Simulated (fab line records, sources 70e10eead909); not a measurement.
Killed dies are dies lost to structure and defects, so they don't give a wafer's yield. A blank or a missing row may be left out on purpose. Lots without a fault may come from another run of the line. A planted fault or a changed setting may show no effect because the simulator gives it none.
Which tool did it? | flow nand_harc | 12 lots, 36 wafers sampled, at 5 steps of a route of 1302

WHAT THE GAUGES READ, wafer by wafer
NHARC_A_CONTACT_CD_MEAS_69: target cd 300 nm. Usual: cd_nm 300.0 nm, standard deviation 0.51.
lot  | measured     | on        | cd_nm (nm)        | flag
L982 | day 21 23:49 | cd_sem-03 | 299.7 300.2 300.0 |
L983 | day 22 00:17 | cd_sem-03 | 299.1 299.3 299.3 |
L984 | day 23 06:17 | cd_sem-03 | 299.3 299.9 300.2 |
L986 | day 23 09:07 | cd_sem-02 | 300.0 299.5 300.3 |
L985 | day 23 15:41 | cd_sem-01 | 300.4 299.7 300.2 |
L987 | day 24 00:38 | cd_sem-03 | 299.8 300.3 300.9 |
L989 | day 24 21:41 | cd_sem-01 | 300.1 299.6 299.8 |
L991 | day 25 16:07 | cd_sem-01 | 299.7 299.7 300.6 |
L999 | day 28 06:57 | cd_sem-02 | 299.6 299.8 299.3 |
L998 | day 28 10:11 | cd_sem-02 | 300.2 299.9 299.7 |
L104 | day 31 04:26 | cd_sem-03 | 300.6 300.6 300.2 |
L105 | day 31 16:10 | cd_sem-03 | 299.6 299.4 299.8 |

NHARC_END_SORT_01. Usual: killed_at_array 56, standard deviation 18; killed_at_other 1.4, standard deviation 1.5; killed_at_periphery 4, standard deviation 3.1; killed_dies 61, standard deviation 19; killed_open 3.5, standard deviation 1.8; killed_short 2.4, standard deviation 1.4.
lot  | measured     | on        | killed_at_array | killed_at_other | killed_at_periphery | killed_dies | killed_open | killed_short | flag
L982 | day 24 10:59 | prober-02 | 63 64 81        | 0 1 0           | 1 0 4               | 64 65 85    | 2 3 3       | 2 1 5        |
L983 | day 24 10:09 | prober-01 | 27 17 21        | 1 2 0           | 3 1 6               | 31 20 27    | 3 1 5       | 3 4 2        |
L984 | day 25 16:57 | prober-01 | 60 54 54        | 2 3 1           | 6 5 8               | 68 62 63    | 3 7 3       | 1 1 2        |
L986 | day 26 00:58 | prober-02 | 71 58 67        | 1 2 7           | 6 3 4               | 78 63 78    | 3 2 6       | 2 2 1        |
L985 | day 26 08:28 | prober-01 | 50 43 58        | 0 1 1           | 2 1 1               | 52 45 60    | 1 0 4       | 3 0 1        |
L987 | day 26 12:20 | prober-02 | 61 67 51        | 1 1 1           | 1 1 1               | 63 69 53    | 2 5 1       | 2 0 4        |
L989 | day 27 11:44 | prober-02 | 68 57 66        | 0 0 1           | 3 1 2               | 71 58 69    | 5 4 7       | 2 1 5        |
L991 | day 28 07:32 | prober-01 | 47 43 40        | 0 3 1           | 7 14 5              | 54 60 46    | 6 4 2       | 4 4 2        |
L999 | day 30 20:00 | prober-02 | 56 48 46        | 2 4 2           | 1 3 4               | 59 55 52    | 5 7 4       | 1 1 2        |
L998 | day 31 01:46 | prober-01 | 54 68 64        | 1 3 1           | 7 2 7               | 62 73 72    | 1 3 4       | 1 3 0        |
L104 | day 33 22:32 | prober-01 | 61 97 83        | 2 4 2           | 5 2 5               | 68 103 90   | 3 5 2       | 2 3 2        |
L105 | day 34 07:28 | prober-02 | 39 26 29        | 0 0 0           | 0 2 1               | 39 28 30    | 4 2 0       | 6 1 4        |

WHICH TOOL RAN EACH LOT (tool, then ch and the chambers of the sampled wafers, then the start)
lot  | NHARC_A_CONTACT_ETCH_76            | NHARC_A_CONTACT_ETCH_78                       | NHARC_A_CONTACT_ETCH_130
L982 | rie_diel-07 ch 0,1,2, day 22 00:13 | rie_diel-07 ch 0,1,2, day 22 03:02 or earlier | har_cap_etch-02 ch 0,1, day 22 03:02
L983 | rie_diel-03 ch 1,2, day 22 00:38   | rie_diel-03 ch 0,1, day 22 03:07 or earlier   | har_cap_etch-03 ch 0,1, day 22 03:07
L984 | rie_diel-07 ch 0,1,3, day 23 06:43 | rie_diel-07 ch 0,2, day 23 09:08 or earlier   | har_cap_etch-01 ch 0,1, day 23 09:08
L986 | rie_diel-11 ch 1,2,3, day 23 09:31 | rie_diel-11 ch 1,2,3, day 23 12:17 or earlier | har_cap_etch-03 ch 0,1, day 23 12:17
L985 | rie_diel-03 ch 0,1,2, day 23 16:07 | rie_diel-03 ch 0,1,3, day 23 18:34 or earlier | har_cap_etch-03 ch 0,1, day 23 18:34
L987 | rie_diel-11 ch 0,3, day 24 01:01   | rie_diel-11 ch 0,1,3, day 24 03:29 or earlier | har_cap_etch-03 ch 0,1, day 24 03:29
L989 | rie_diel-11 ch 0,2, day 24 22:05   | rie_diel-11 ch 0,1,3, day 25 00:31 or earlier | har_cap_etch-02 ch 0,1, day 25 00:31
L991 | rie_diel-07 ch 0,1,2, day 25 16:35 | rie_diel-07 ch 1,2,3, day 25 18:55 or earlier | har_cap_etch-03 ch 0,1, day 25 18:55
L999 | rie_diel-11 ch 1,2,3, day 28 07:22 | rie_diel-11 ch 0,3, day 28 09:55 or earlier   | har_cap_etch-02 ch 0,1, day 28 09:55
L998 | rie_diel-11 ch 0,3, day 28 10:35   | rie_diel-11 ch 0,1,2, day 28 13:01 or earlier | har_cap_etch-03 ch 0, day 28 13:01
L104 | rie_diel-07 ch 0,2,3, day 31 05:08 | rie_diel-07 ch 0,2,3, day 31 07:35 or earlier | har_cap_etch-03 ch 0,1, day 31 07:35
L105 | rie_diel-07 ch 0,3, day 31 16:32   | rie_diel-07 ch 1,2, day 31 18:59 or earlier   | har_cap_etch-02 ch 0,1, day 31 18:59
- NHARC_A_CONTACT_ETCH_76: etches the open film in N2/H2, target depth 260 nm, time 475.3 s.
- NHARC_A_CONTACT_ETCH_78: etches the open film in O2/COS, target depth 5300 nm, time 1378 s.
- NHARC_A_CONTACT_ETCH_130: etches the open film in C4F8/O2/Ar, time 197 s, target depth 1918 nm.

WHAT THE TOOLS THEMSELVES READ (means of the sampled wafers that have a number; where no wafer has one, the mark that the record gives instead)
NHARC_A_CONTACT_ETCH_76. Usual: drypump_motor_current_A 5.7 A, standard deviation 0.35; mfc_ar_sccm 0.012 sccm, standard deviation 0.015; oes_product_au 0.998 a.u., standard deviation 0.011; rf_vpp_V 430 V, standard deviation 3.1; showerhead_plenum_p_Torr 2.01 Torr, standard deviation 0.11; throttle_valve_pct 14.172 %, standard deviation 0.0092.
lot  | tool        | drypump_motor_current_A (A) | mfc_ar_sccm (sccm) | oes_product_au (a.u.) | rf_vpp_V (V) | showerhead_plenum_p_Torr (Torr) | throttle_valve_pct (%) | flag
L982 | rie_diel-07 | 5.7                         | 0.012              | 1.026                 | 429          | 2.00                            | 14.176                 |
L983 | rie_diel-03 | 5.6                         | 0.000              | 0.997                 | 431          | 2.02                            | 14.183                 |
L984 | rie_diel-07 | 5.6                         | 0.008              | 1.005                 | 429          | 2.00                            | 14.161                 |
L986 | rie_diel-11 | 5.6                         | 0.013              | 0.985                 | 430          | 2.02                            | 14.174                 |
L985 | rie_diel-03 | 5.6                         | 0.005              | 1.004                 | 429          | 1.98                            | 14.175                 |
L987 | rie_diel-11 | 5.8                         | 0.024              | 0.998                 | 432          | 2.11                            | 14.185                 |
L989 | rie_diel-11 | 6.1                         | 0.005              | 0.988                 | 431          | 2.05                            | 14.174                 |
L991 | rie_diel-07 | 5.7                         | 0.012              | 1.001                 | 429          | 1.99                            | 14.169                 |
L999 | rie_diel-11 | 5.6                         | 0.013              | 1.083                 | 430          | 2.01                            | 14.174                 | OFF
L998 | rie_diel-11 | 5.4                         | 0.031              | 1.164                 | 430          | 2.01                            | 14.177                 | OFF
L104 | rie_diel-07 | 5.6                         | 0.020              | 0.992                 | 427          | 1.92                            | 14.169                 |
L105 | rie_diel-07 | 5.7                         | 0.008              | 0.998                 | 427          | 1.90                            | 14.172                 |

NHARC_A_CONTACT_ETCH_78. Usual: drypump_motor_current_A 5.7 A, standard deviation 0.35; mfc_ar_sccm 0.012 sccm, standard deviation 0.015; oes_product_au 0.999 a.u., standard deviation 0.01; rf_vpp_V 313.3 V, standard deviation 2.2; showerhead_plenum_p_Torr 3.07 Torr, standard deviation 0.15; throttle_valve_pct 28.331 %, standard deviation 0.0085.
lot  | tool        | drypump_motor_current_A (A) | mfc_ar_sccm (sccm) | oes_product_au (a.u.) | rf_vpp_V (V) | showerhead_plenum_p_Torr (Torr) | throttle_valve_pct (%) | flag
L982 | rie_diel-07 | 5.7                         | 0.012              | 1.022                 | 312.7        | 3.06                            | 28.332                 |
L983 | rie_diel-03 | 5.6                         | 0.011              | 0.997                 | 312.2        | 2.98                            | 28.339                 |
L984 | rie_diel-07 | 5.8                         | 0.023              | 1.024                 | 311.9        | 2.97                            | 28.329                 |
L986 | rie_diel-11 | 5.6                         | 0.013              | 0.994                 | 313.7        | 3.10                            | 28.322                 |
L985 | rie_diel-03 | 5.6                         | 0.005              | 0.993                 | 312.4        | 2.96                            | 28.333                 |
L987 | rie_diel-11 | 5.6                         | 0.018              | 0.996                 | 315.9        | 3.20                            | 28.331                 |
L989 | rie_diel-11 | 5.6                         | 0.018              | 0.987                 | 314.8        | 3.19                            | 28.341                 |
L991 | rie_diel-07 | 5.6                         | 0.020              | 1.006                 | 313.2        | 3.08                            | 28.330                 |
L999 | rie_diel-11 | 5.5                         | 0.031              | 0.990                 | 313.1        | 3.08                            | 28.337                 |
L998 | rie_diel-11 | 5.9                         | 0.005              | 0.994                 | 314.5        | 3.20                            | 28.334                 |
L104 | rie_diel-07 | 5.6                         | 0.020              | 1.004                 | 311.4        | 2.96                            | 28.328                 |
L105 | rie_diel-07 | 5.6                         | 0.012              | 1.002                 | 314.4        | 3.17                            | 28.336                 |

THE ANSWER, worked out from the rows above alone
Rule: a lot is off if the mean of its wafers that have a number lies more than 3 standard deviations from the usual mean. A lot without any number at a reading at which 4 lots or more have one is off too. The other lots that the step has rows for count as sound. The gauges are gone through in route order, then the tools' own readings, and for those a lot's mean is taken as printed above. The first step at which some lot is off is used, and at that step the reading that is off furthest; a lot without a number counts as furthest.
Off: L999, L998, at NHARC_A_CONTACT_ETCH_76 (oes_product_au).
A tool fits if, at that step or a process step before it, it ran every lot that is off, and no sound lot after the first of them. One fits: rie_diel-11 at NHARC_A_CONTACT_ETCH_76. Its last sound lot is L989 (day 24 22:05), its first lot that is off L999 (day 28 07:22): a fault that began between those two fits.
The tool's own readings at NHARC_A_CONTACT_ETCH_76 bear it out: on the lots that are off they differ by more than 5 times the standard deviation of the sound lots' means. oes_product_au reads 1.123 a.u. there against 0.999 a.u. on the sound lots.

WHAT THE SIMULATOR HAD PUT IN
Process parameter drift: rie_diel-11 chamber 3, from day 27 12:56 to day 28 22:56, at NHARC_A_CONTACT_ETCH_76. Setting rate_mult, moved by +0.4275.
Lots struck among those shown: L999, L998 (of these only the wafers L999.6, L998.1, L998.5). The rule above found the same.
